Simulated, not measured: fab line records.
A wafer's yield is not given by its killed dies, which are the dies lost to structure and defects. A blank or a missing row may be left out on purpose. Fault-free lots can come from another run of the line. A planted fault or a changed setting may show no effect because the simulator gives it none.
Which tool did it? | flow n5-finfet | 11 lots, 30 wafers sampled, at 4 steps of a route of 1938

WHAT THE GAUGES READ, wafer by wafer
N5_BEOL_M6_THK_MEAS_01.
lot  | measured     | on            | M6_ILD_THK (nm)
L473 | day 9 02:47  | film-metro-01 | 151.1 152.2 153.4
L475 | day 9 12:50  | film-metro-02 | 155.2 155.4 158.2
L478 | day 10 06:00 | film-metro-01 | 152.9 157.1 157.2
L476 | day 10 09:18 | film-metro-01 | 154.3 154.8 156.9
L484 | day 12 18:50 | film-metro-01 | 110.8 153.6
L482 | day 12 19:29 | film-metro-01 | 112.1 155.9
L487 | day 12 23:16 | film-metro-01 | 110.5 153.7
L488 | day 13 06:26 | film-metro-01 | 150.4 155.2 155.6
L490 | day 14 03:43 | film-metro-01 | 155.9 158.6 158.7
L493 | day 14 09:48 | film-metro-02 | 157.0 151.1 156.7
L495 | day 15 11:04 | film-metro-02 | 153.5 152.1 155.8

WHAT TOOL EACH LOT RAN ON (gives the tool, then ch and the chambers of the sampled wafers, and finally the start)
lot  | N5_BEOL_M5_PRE_CLEAN_45      | N5_BEOL_M5_ANNEAL_84         | N5_BEOL_M6_ILD_DEP_00
L473 | pvd-sputter-02, day 8 20:01  | pvd-sputter-02, day 8 22:58  | pecvd-03 ch 0,1,2, day 9 02:13
L475 | pvd-sputter-03, day 9 04:52  | pvd-sputter-01, day 9 08:56  | pecvd-02 ch 0,1, day 9 12:14
L478 | pvd-sputter-02, day 9 23:25  | pvd-sputter-01, day 10 02:13 | pecvd-03 ch 0,1,2, day 10 05:25
L476 | pvd-sputter-03, day 10 00:38 | pvd-sputter-03, day 10 04:01 | pecvd-03 ch 0,1,2, day 10 07:16
L484 | pvd-sputter-01, day 12 11:56 | pvd-sputter-01, day 12 15:01 | pecvd-03 ch 1,2, day 12 18:14
L482 | pvd-sputter-01, day 12 12:43 | pvd-sputter-03, day 12 15:39 | pecvd-03 ch 1,2, day 12 18:53
L487 | pvd-sputter-02, day 12 16:29 | pvd-sputter-02, day 12 19:29 | pecvd-03 ch 0,2, day 12 22:42
L488 | pvd-sputter-02, day 12 23:50 | pvd-sputter-02, day 13 02:38 | pecvd-02 ch 0,1, day 13 05:51
L490 | pvd-sputter-03, day 13 20:53 | pvd-sputter-03, day 13 23:53 | pecvd-04 ch 1,2, day 14 03:08
L493 | pvd-sputter-01, day 14 02:22 | pvd-sputter-01, day 14 05:39 | pecvd-04 ch 0,2, day 14 09:12
L495 | pvd-sputter-01, day 15 04:03 | pvd-sputter-01, day 15 06:52 | pecvd-04 ch 1,2, day 15 10:29
- N5_BEOL_M5_PRE_CLEAN_45: time 30 s.
- N5_BEOL_M5_ANNEAL_84: time 1800 s.
- N5_BEOL_M6_ILD_DEP_00: deposits SiCOH lowk from DEMS/porogen, target thk 179.75 nm, time 33.4 s.

THE ANSWER, worked out from the rows above alone
Rule: usual is defined by the lots themselves. The widest of any qualifying gaps counts: lots, ordered by their means at a reading, are off when they make up no more than a third of the lots, leave a main group of 4 or more, and stand apart from it by 3 or more times the standard deviation of that group's means. The tables above print the reading to a certain number of digits; a main group whose means all agree to those digits is not used. Also off: a lot with no number at a reading for which 4 or more lots have one. Any other lot the step has rows for is counted as sound.
Off: L484, L482, L487, seen at N5_BEOL_M6_THK_MEAS_01 (M6_ILD_THK). Mean 155.0 nm and standard deviation 1.6 in the main group.
A tool fits if, at a process step before that reading, it ran every lot that is off, and no sound lot after the first of them. Those tools and the gauges at N5_BEOL_M6_THK_MEAS_01 are tried in the same way. One fits: N5_BEOL_M6_ILD_DEP_00 on pecvd-03. A fault onset in the window from L476 (day 10 07:16, its last sound lot) to L484 (day 12 18:14, its first lot off) fits.

WHAT HAD BEEN PUT IN BY THE SIMULATOR
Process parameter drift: pecvd-03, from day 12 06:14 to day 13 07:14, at N5_BEOL_M6_ILD_DEP_00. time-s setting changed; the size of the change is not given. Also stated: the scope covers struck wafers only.
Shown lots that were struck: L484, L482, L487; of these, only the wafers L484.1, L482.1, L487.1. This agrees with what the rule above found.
